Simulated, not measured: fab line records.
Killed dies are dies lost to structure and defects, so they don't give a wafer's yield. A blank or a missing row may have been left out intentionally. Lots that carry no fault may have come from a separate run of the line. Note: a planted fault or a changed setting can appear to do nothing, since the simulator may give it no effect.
Which tool was responsible? + flow nand_harc + 10 lots, 30 wafers sampled, at 5 steps of a route of 1159

WHAT THE GAUGES SHOWED, per wafer
NHARC_END_SORT_01.
| lot  | measured     | on        | killed_at_array |
|------|--------------|-----------|-----------------|
| L345 | day 22 00:20 | prober-01 | 20 20 17        |
| L346 | day 22 08:14 | prober-02 | 25 25 30        |
| L357 | day 25 19:44 | prober-01 | 29 41 28        |
| L361 | day 26 10:38 | prober-02 | 26 30 26        |

WHICH TOOL RAN EACH LOT (tool, then ch and the chambers of the sampled wafers, then the start)
| lot  | NHARC_A_SGD_CUT_DESCUM_14          | NHARC_A_SGD_CUT_ETCH_58            | NHARC_A_SGD_CUT_ETCH_59                       | NHARC_A_SGD_CUT_ETCH_15                       |
|------|------------------------------------|------------------------------------|-----------------------------------------------|-----------------------------------------------|
| L339 | rie_diel-04 ch 0,2, day 14 08:40   | rie_diel-04 ch 0,1,3, day 14 08:46 | rie_diel-04 ch 0,3, no start                  | rie_diel-04 ch 1,2, no start                  |
| L340 | rie_diel-02 ch 2,3, day 14 10:08   | rie_diel-02 ch 1,3, day 14 10:23   | rie_diel-02 ch 0,2,3, no start                | rie_diel-02 ch 0,1,2, no start                |
| L343 | rie_diel-01 ch 1,3, day 15 18:24   | rie_diel-01 ch 2,3, day 15 18:30   | rie_diel-01 ch 1,2,3, no start                | rie_diel-01 ch 0,3, no start                  |
| L345 | rie_diel-02 ch 0,2,3, day 16 09:24 | rie_diel-02 ch 0,1,2, day 16 09:30 | rie_diel-02 ch 0,1,3, day 22 00:20 or earlier | rie_diel-02 ch 1,2,3, day 22 00:20 or earlier |
| L346 | rie_diel-02 ch 0,2,3, day 16 13:07 | rie_diel-02 ch 2,3, day 16 13:11   | rie_diel-02 ch 0,2, day 22 08:14 or earlier   | rie_diel-02 ch 1,2,3, day 22 08:14 or earlier |
| L353 | rie_diel-02 ch 0,1,3, day 18 17:43 | rie_diel-02 ch 0,2,3, day 18 17:48 | rie_diel-02 ch 0,2,3, no start                | rie_diel-02 ch 0,2,3, no start                |
| L358 | rie_diel-04 ch 0,2,3, day 19 16:04 | rie_diel-04 ch 0,2,3, day 19 16:10 | rie_diel-04 ch 0,2,3, no start                | rie_diel-04 ch 1,2,3, no start                |
| L359 | rie_diel-01 ch 1,3, day 19 16:17   | rie_diel-01 ch 1,2,3, day 19 16:23 | rie_diel-01 ch 1,2,3, no start                | rie_diel-01 ch 1,2,3, no start                |
| L357 | rie_diel-02 ch 0,3, day 19 16:25   | rie_diel-02 ch 0,2,3, day 19 16:30 | rie_diel-02 ch 0,1,3, day 25 19:44 or earlier | rie_diel-02 ch 1,2,3, day 25 19:44 or earlier |
| L361 | rie_diel-01 ch 2,3, day 20 03:40   | rie_diel-01 ch 0,1,3, day 20 03:45 | rie_diel-01 ch 1,2, day 26 10:38 or earlier   | rie_diel-01 ch 0,1,3, day 26 10:38 or earlier |
- NHARC_A_SGD_CUT_DESCUM_14: chemistry O2, time 3 s.
- NHARC_A_SGD_CUT_ETCH_58: etches the open film in CF4, target depth 39 nm, time 65 s.
- NHARC_A_SGD_CUT_ETCH_59: etches the open film in N2/H2, target depth 260 nm, time 406.25 s.
- NHARC_A_SGD_CUT_ETCH_15: etches the open film in CH3F/O2, target depth 75 nm, time 64.3 s.

THE ANSWER, worked out from the rows above alone
Rule: what is usual is taken from the lots themselves. The widest of any qualifying gaps counts: lots, ordered by their means at a reading, are off when they make up no more than a third of the lots, leave a main group of 4 or more, and stand apart from it by 3 or more times the standard deviation of that group's means. A main group whose means are all the same, to the digits that the tables above print for the reading, isn't used. Also off: a lot with no number at a reading for which 4 or more lots have one. Where the step has rows for the other lots, those lots are counted as sound.
Across all readings shown, no lot is off: no conclusion can be drawn from this.

WHAT HAD BEEN PUT IN BY THE SIMULATOR
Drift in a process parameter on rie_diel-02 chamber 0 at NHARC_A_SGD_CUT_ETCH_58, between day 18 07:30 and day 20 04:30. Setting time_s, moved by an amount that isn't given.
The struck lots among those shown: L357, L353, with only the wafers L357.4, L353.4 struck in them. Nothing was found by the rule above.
